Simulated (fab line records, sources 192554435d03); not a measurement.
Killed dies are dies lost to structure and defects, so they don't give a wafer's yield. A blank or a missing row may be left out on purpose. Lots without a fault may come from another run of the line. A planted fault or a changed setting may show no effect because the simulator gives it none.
Split-lot experiment | flow n5_finfet | 7 lots, 21 wafers read, on a route of 1938 steps

THE SPLIT
At N5_PMOS_HMC_CHANNEL_EPI_PEB_07 (peb time 60 s), the setting peb_time_s was moved away from the recipe's 60 s on 4 of the 21 wafers read, by -17.4% to -7.7%. The other wafers ran this setting at the recipe's value.

FROM THE SPLIT TO THE READING: what the file shows between them, 1 step
- N5_PMOS_HMC_CHANNEL_EPI_DEVELOP_08: develop time 30 s

THE READING
cd_nm, in nm, at N5_PMOS_HMC_CHANNEL_EPI_CD_MEAS_09 (target cd 237.4 nm). Fault-free wafers of this fab line usually give 237.0 nm, standard deviation 0.81 nm.

wafer  | tool, chamber at the split | peb_time_s as run, s | against the recipe | cd_nm, nm | against lot-mates on the recipe
L079.1 | litho_track-02, 0          | 55.41                | -7.7%              | 233.7     | -3.0
L079.2 | litho_track-02, 0          | 55.41                | -7.7%              | 234.6     | -2.1
L079.5 | litho_track-02, 0          | 60                   | recipe             | 236.7     | -
L081.1 | litho_track-04, 0          | 60                   | recipe             | 236.4     | -
L081.4 | litho_track-04, 0          | 60                   | recipe             | 236.7     | -
L081.5 | litho_track-04, 0          | 60                   | recipe             | 236.3     | -
L082.2 | litho_track-01, 0          | 60                   | recipe             | 235.1     | -
L082.4 | litho_track-01, 0          | 60                   | recipe             | 238.0     | -
L082.5 | litho_track-01, 0          | 60                   | recipe             | 236.5     | -
L086.1 | litho_track-02, 0          | 60                   | recipe             | 238.3     | -
L086.5 | litho_track-02, 0          | 60                   | recipe             | 237.0     | -
L086.6 | litho_track-02, 0          | 60                   | recipe             | 237.1     | -
L087.1 | litho_track-04, 0          | 60                   | recipe             | 238.1     | -
L087.2 | litho_track-04, 0          | 60                   | recipe             | 237.4     | -
L087.5 | litho_track-04, 0          | 60                   | recipe             | 237.4     | -
L090.1 | litho_track-04, 0          | 49.55                | -17.4%             | 228.3     | -9.2
L090.5 | litho_track-04, 0          | 49.55                | -17.4%             | 228.1     | -9.4
L090.6 | litho_track-04, 0          | 60                   | recipe             | 237.5     | -
L096.2 | litho_track-04, 0          | 60                   | recipe             | 236.2     | -
L096.5 | litho_track-04, 0          | 60                   | recipe             | 237.6     | -
L096.6 | litho_track-04, 0          | 60                   | recipe             | 237.6     | -

THE FIT
A straight line over all 21 wafers: cd_nm changes by +0.491 nm for each +1% of peb_time_s; r = +0.96; the points scatter about the line by 0.82 nm.
The same after taking each lot's own level away (the mean of its wafers on the recipe; 21 wafers): +0.507 nm for each +1%; r = +0.97; scatter 0.77 nm.
On that fit, the largest move of peb_time_s shifts the reading by 8.8 nm.
The lots' own levels span 236.47 to 237.63 nm, that is 1.4 times the standard deviation above.
So the lot-to-lot level changes the slope little: the two slopes agree.
Check: with one of the wafers moved furthest among these (-17.4%) left out of the fit, the line predicts -8.43 nm for it against its lot-mates. It came out at -9.2 nm against them.

OTHER SPLITS ON THESE WAFERS
These wafers also went through other splits before the reading. Each is held against what the fit with the lots' levels taken away leaves over:
other split on the same wafers          | wafers away from the commonest value | r with cd_nm (lot level and that fit taken away)
N5_ZERO_LAYER_COAT_05 spin_rpm          | 6                                    | -0.12
N5_ZERO_LAYER_DEVELOP_10 develop_time_s | 6                                    | -0.34

THE WHOLE CHAIN: every reading that the file lists as answering this split, in the file's order
step                               | what it does                                                           | reading                                                                     | change (the file's fit)               | r (the file's)
N5_PMOS_HMC_CHANNEL_EPI_CD_MEAS_09 | target cd 237.4 nm                                                     | cd_nm                                                                       | +0.504 nm for each +1% of the setting | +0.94
N5_PMOS_HMC_CHANNEL_EPI_DESCUM_14  | chemistry O2, time 7.9 s                                               | PMOS_HMC_CHANNEL_EPI.cd_nm (the simulator's own value, which no gauge read) | +0.486 nm for each +1% of the setting | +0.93
N5_PMOS_HMC_CHANNEL_EPI_ETCH_32    | etches BARC in N2/H2, stops on SiO2, target depth 85.8 nm, time 50.3 s | PMOS_HMC_CHANNEL_EPI.cd_nm (the simulator's own value, which no gauge read) | +0.522 nm for each +1% of the setting | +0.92

THE FILE'S OWN FIT
cd_nm changes by +0.504 nm for each +1% of peb_time_s, r = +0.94.
